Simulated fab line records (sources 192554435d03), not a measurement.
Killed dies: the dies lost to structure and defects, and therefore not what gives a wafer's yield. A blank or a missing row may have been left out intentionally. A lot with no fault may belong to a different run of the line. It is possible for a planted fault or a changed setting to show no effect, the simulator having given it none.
Comparing a struck lot with a sound one | flow n5-finfet | 37 out of 1938 route steps
Sound: these wafers, L186.1, L186.5, L186.6. Struck: wafers L171.2, L171.3, L171.4. The cause is given at the end.
Per side, at each step with rows, come the tool, then ch with its chambers, and then its first start. Under that, the readings that differ: sound wafers | struck wafers | difference of the means | sigmas: that difference in standard deviations of wafers without a fault.
alike: same words and numbers on both sides, and readings whose means sit less than 2 such deviations apart. not compared: any withheld reading, any reading some wafer has no value for, any bound like >300 that may hide the same value, and any number with overlapping values for which the record gives no deviation.
Wherever a step has rows on one side only, a row that says differs or no value, or a row with sigmas, the two part there. Non-overlapping numbers with no deviation appear without sigmas and do not part them. Lack of a reading on every wafer of one side parts them only where that side has two or more wafers.

first, 9 steps without rows for these wafers: N5_BEOL_M4_ANNEAL_95 (time 240 s); N5_BEOL_M4_SPUTTER_96 (material Cu, target thk 4.5 nm, time 8.29 s); N5_BEOL_M4_ECD_50 (material Cu, target thk 300 nm); N5_BEOL_M4_ANNEAL_51 (time 90 s); N5_BEOL_M4_CMP_52 (polishes, stops on SiOC, t overpolish 6.8 s, target thk 40 nm); N5_BEOL_M4_PRE_CLEAN_60 (time 15 s); N5_BEOL_M4_CO_CAP_55 (material Co, precursor CCTBA/H2, target thk 2 nm, time 102.1 s); N5_BEOL_M4_PRE_CLEAN_56 (time 15 s); N5_BEOL_M4_DEP_57 (deposits SiCN from 3MS/NH3, target thk 8 nm, time 14 s).
N5_BEOL_M4_RC_MEAS_101:
  sound on prober-01 ch 0, day 14 03:42; struck on prober-01 ch 0, day 10 14:50
  alike: DIBL_N, DIBL_P, IOFF_N, IOFF_P, ION_N, ION_P, SS_N, SS_P, VT_N, VT_P
then, 24 steps without rows for these wafers: N5_BEOL_M5_ILD_DEP_00 (deposits SiCOH lowk from DEMS/porogen, target thk 140.64 nm, time 25.9 s); N5_BEOL_M5_CURE_79 (cures SiCOH lowk, time 240 s); N5_BEOL_M5_PECVD_70 (deposits SiO2 from TEOS/O2, target thk 16 nm, time 18 s); N5_BEOL_M5_HM_DEP_02 (deposits TiN, target thk 20 nm); N5_BEOL_M5_COAT_59 (time 60 s, resist thk 60 nm); N5_BEOL_M5_COAT_60 (time 60 s, resist thk 12 nm); N5_BEOL_M5_COAT_71 (time 60 s, resist thk 5 nm); N5_BEOL_M5_COAT_05 (resist thk 30 nm); N5_BEOL_M5_EBR_07; N5_BEOL_M5_SOFTBAKE_06 (time 60 s); N5_BEOL_M5_EXPOSE_08 (exposes mask M5, target cd 28 nm); N5_BEOL_M5_PEB_09 (peb time 60 s); N5_BEOL_M5_DEVELOP_10 (develop time 30 s); N5_BEOL_M5_DESCUM_16 (chemistry O2, time 7 s); N5_BEOL_M5_ETCH_72 (etches underlayer in N2/H2, target depth 6.5 nm, time 5.2 s); N5_BEOL_M5_ETCH_61 (etches SiARC in CF4, target depth 15.6 nm, time 26 s); N5_BEOL_M5_ETCH_62 (etches SOC in N2/H2, target depth 75 nm, overetch 15 nm, time 112.5 s); N5_BEOL_M5_STRIP_63 (strips in N2/H2); N5_BEOL_M5_STRIP_73 (strips in N2/H2); N5_BEOL_M5_STRIP_64 (strips in CF4); N5_BEOL_M5_HM_OPEN_17 (chemistry Cl2/BCl3, target TiN, target depth 20 nm, overetch 6 nm); N5_BEOL_M5_STRIP_19 (strips in O2); N5_BEOL_M5_COAT_65 (time 60 s, resist thk 60 nm); N5_BEOL_M5_COAT_66 (time 60 s, resist thk 12 nm).
-- a jump in the record: the struck wafers' starts before and after are 3 days apart (it breaks off in module BEOL_M5 and resumes in module BEOL_M12, where the first step shown is number 1648 of the route) --
N5_BEOL_M12_SPUTTER_43: material TaN, target thk 15 nm, time 24.19 s.
  struck on pvd-sputter-03, day 13 09:38; sound on pvd-sputter-03, day 17 06:22
  no value came back on the struck wafers for bias-v (V), cathode-dc-power-W (W), throttle-valve-pct (%); on the sound wafers bias-v (V) reads 165.8 169.3 166.5
N5_BEOL_M12_CMP_49: polishes, stops on SiOC, t overpolish 20.6 s, target thk 320 nm.
  sound on cmp-01 ch 0,1,3, day 17 07:25; struck on cmp-01 ch 0,1,2, day 13 10:23
  reading                      | sound          | struck         | difference | sigmas
  barrier-field-endpoint-s (s) | 31.1 30.6 29.2 | 12.2 12.4 11.7 | -18.2      | -25
  alike: motor-current-A, slurry-filter-dp-kPa
  not compared: model.Cu_of_BEOL_M12_ECD_47.thk-nm
N5_PASSIVATION_PROBE_49:
  struck on prober-02, day 15 02:50; sound on prober-02, day 18 20:58
  reading                  | sound          | struck         | difference | sigmas
  defect-limited-yield (%) | 91.4 89.1 89.6 | 84.5 84.8 84.7 | -5.4       | -4
  killed_at_M4_up          | 10 15 13       | 105 99 104     | +90        | +18
  killed-at-other          | 3 4 13         | 0 0 2          | -6         | -2
  killed-dies              | 102 129 123    | 183 179 180    | +63        | +4
  killed-on-rim            | 17 29 12       | 49 29 49       | +23        | +6
  sort_bin_5_function (%)  | 4.9 6.9 5.9    | 12.0 12.0 12.5 | +6.3       | +7
  sort-n-pass              | 1078 1051 1057 | 997 1001 1000  | -63        | -4
  sort-yield-pct (%)       | 91.4 89.1 89.6 | 84.5 84.8 84.7 | -5.4       | -4
  alike: killed_at_M0_to_M3, killed-at-contacts, killed-at-front-end, killed-open, killed-short, sort_bin_6_memory

## WHERE THEY PART
At N5_BEOL_M12_SPUTTER_43 first; at N5_PASSIVATION_PROBE_49 last (within this record only).

WHY: the cause the simulator had injected
Entire step skipped (pvd-sputter-03, N5_BEOL_M12_SPUTTER_43), from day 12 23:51 onward. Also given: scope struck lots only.
